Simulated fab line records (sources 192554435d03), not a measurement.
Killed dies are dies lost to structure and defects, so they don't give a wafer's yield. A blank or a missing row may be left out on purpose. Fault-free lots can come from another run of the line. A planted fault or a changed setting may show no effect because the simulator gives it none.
Chamber matching :: flow n5_finfet :: uv_cure-02 running N5_BEOL_M9_CURE_71: 3 sister chambers
The step cures SiCOH lowk, time 240 s. 6 wafers are shown with their chamber, then 7 later ones without.

WAFERS PAIRED WITH THEIR CHAMBERS
wafer: L905.5
chamber: 1
wafer_temp_C_max: 386.5
lamp_power_pct (%): 52.29

wafer: L905.6
chamber: 1
wafer_temp_C_max: 386.8
lamp_power_pct (%): 52.34

wafer: L920.3
chamber: 2
wafer_temp_C_max: 386.7
lamp_power_pct (%): 52.41

wafer: L920.5
chamber: 2
wafer_temp_C_max: 387.5
lamp_power_pct (%): 52.34

wafer: L924.3
chamber: 0
wafer_temp_C_max: 388.2
lamp_power_pct (%): 52.29

wafer: L924.4
chamber: 0
wafer_temp_C_max: 388.1
lamp_power_pct (%): 52.39

WAFERS WHOSE CHAMBER IS MISSING
wafer: L924.6
wafer_temp_C_max: 388.5
lamp_power_pct (%): 52.24

wafer: L925.3
wafer_temp_C_max: 387.5
lamp_power_pct (%): 52.27

wafer: L925.4
wafer_temp_C_max: 387.1
lamp_power_pct (%): 52.31

wafer: L925.5
wafer_temp_C_max: 387.1
lamp_power_pct (%): 52.34

wafer: L927.2
wafer_temp_C_max: 387.1
lamp_power_pct (%): 52.38

wafer: L927.3
wafer_temp_C_max: 386.2
lamp_power_pct (%): 52.28

wafer: L927.4
wafer_temp_C_max: 386.4
lamp_power_pct (%): 52.38

EACH ONE'S CHAMBER
wafer: L924.6
from the rows above: 0
in truth: 0

wafer: L925.3
from the rows above: can't be placed: 2 or 0 or 1
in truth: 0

wafer: L925.4
from the rows above: can't be placed: 2 or 1 or 0
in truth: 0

wafer: L925.5
from the rows above: can't be placed: 2 or 1
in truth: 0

wafer: L927.2
from the rows above: can't be placed: 2 or 1
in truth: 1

wafer: L927.3
from the rows above: can't be placed: 1 or 2
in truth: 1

wafer: L927.4
from the rows above: can't be placed: 1 or 2
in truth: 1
Correctly placed: 1 of 7. From these rows, 6 cannot be placed; in 5 the true chamber is one of the candidates. Number placed wrongly: 0.
How it was worked out, from the rows above alone: a wafer's distance from a chamber is the root of the sum, over the readings, of the square of ((its reading less the chamber's mean) divided by the reading's scatter). If the next closest chamber is less than 2 further off than the closest, the wafer can't be placed; otherwise it belongs to the closest. The mean given for a chamber averages the wafers shown for that chamber. The scatter is the square root of a quotient: the sum, over the shown wafers, of each reading's squared deviation from its chamber's mean, divided by wafers minus chambers.
